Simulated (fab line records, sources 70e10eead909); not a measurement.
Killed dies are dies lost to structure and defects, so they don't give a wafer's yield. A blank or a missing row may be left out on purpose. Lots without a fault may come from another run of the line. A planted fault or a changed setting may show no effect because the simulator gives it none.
A struck lot beside a sound one | flow nand_harc | 13 steps out of a route of 1159
Sound: wafers L189.4, L189.5, L189.6. Struck: wafers L181.3, L181.4, L181.5. The cause comes at the end.
At each step with rows: each side's tool, then ch and its chambers, then its first start. Under that, the readings that differ: sound wafers | struck wafers | difference of the means | sigmas: that difference in standard deviations of wafers without a fault.
alike: readings whose means differ by less than 2 such deviations, and words and numbers that are the same on both sides. not compared: withheld readings, readings that some wafer has no value for, bounds like >300 that may hide the same value, and numbers for which the record gives no deviation and whose values overlap.
The two part at a step that has a row with sigmas, a row that says differs or no value, or rows on one side only. Numbers that don't overlap but have no deviation are shown without sigmas and don't part them. A reading that every wafer of one side lacks parts them only if that side has two wafers or more.

NHARC_A_BLC_STRIP_29: strips in CF4.
  sound on rie_diel-12 ch 1,2,3, day 23 11:28; struck on rie_diel-02 ch 0,1,2, day 23 17:22
  reading               | sound             | struck            | difference | sigmas
  oes_product_au (a.u.) | 1.011 1.004 1.016 | 0.979 0.989 0.998 | -0.022     | -2
  alike: drypump_motor_current_A, rf_vpp_V, showerhead_plenum_p_Torr, throttle_valve_pct
  not compared: rf_hours_counter_h
NHARC_A_BLC_STRIP_21: strips in O2.
  sound on rie_diel-12 ch 0,2,3, day 23 11:40; struck on rie_diel-02 ch 0,1,2, day 23 17:27
  alike: drypump_motor_current_A, oes_product_au, rf_vpp_V, showerhead_plenum_p_Torr, throttle_valve_pct
  not compared: rf_hours_counter_h
then, 3 steps without rows for these wafers: NHARC_A_BLC_STRIP_22 (strips in post etch residue remover, time 600 s); NHARC_A_BLC_DEGAS_30 (time 60 s); NHARC_A_BLC_PRE_CLEAN_31 (time 15 s).
NHARC_A_BLC_PVD_32: deposits Ti, target thk 5 nm, time 17.7 s.
  sound on pvd_sputter-01; struck on pvd_sputter-02
  alike: throttle_valve_pct
NHARC_A_BLC_ALD_23: deposits TiN, target thk 3 nm, pulse time 1 s, ald cycles 150.
  sound on ald_metal-02 ch 0,2,3, day 23 12:22; struck on ald_metal-03 ch 1,3, day 23 18:09
  alike: heater_power_outer_w, heater_power_w, precursor_pulse_height_rel, susceptor_temp_C
NHARC_A_BLC_CVD_24: deposits W, target thk 150 nm, time 434 s.
  sound on cvd_w-02 ch 0,1; struck on cvd_w-02 ch 0,1
  alike: heater_power_outer_w, heater_power_w, susceptor_temp_C, throttle_valve_pct
then, 2 steps without rows for these wafers: NHARC_A_BLC_CMP_25 (polishes, t overpolish 30 s, target thk 150 nm); NHARC_A_BLC_SRD_27.
NHARC_A_BLC_INSPECT_28:
  sound on defect_inspect-02, day 23 16:52; struck on defect_inspect-01, day 24 06:06
  alike: raw_defect_count
NHARC_A_M0_DEP_00: deposits SiOC, target thk 150 nm.
  sound on pecvd-03 ch 1,2, day 23 17:10; struck on pecvd-01 ch 0,1,2, day 24 06:13
  no value came back on the struck wafers for chamber_pressure_Torr (Torr), rf_fwd_power_W (W); on the sound wafers chamber_pressure_Torr (Torr) reads 4.993 5.006 4.993
then, 1 step without rows for these wafers: NHARC_A_M0_DEHYDRATE_01 (time 120 s).

WHERE THEY PART
First at NHARC_A_BLC_STRIP_29; last, within this record, at NHARC_A_M0_DEP_00.

WHY: what the simulator had put in
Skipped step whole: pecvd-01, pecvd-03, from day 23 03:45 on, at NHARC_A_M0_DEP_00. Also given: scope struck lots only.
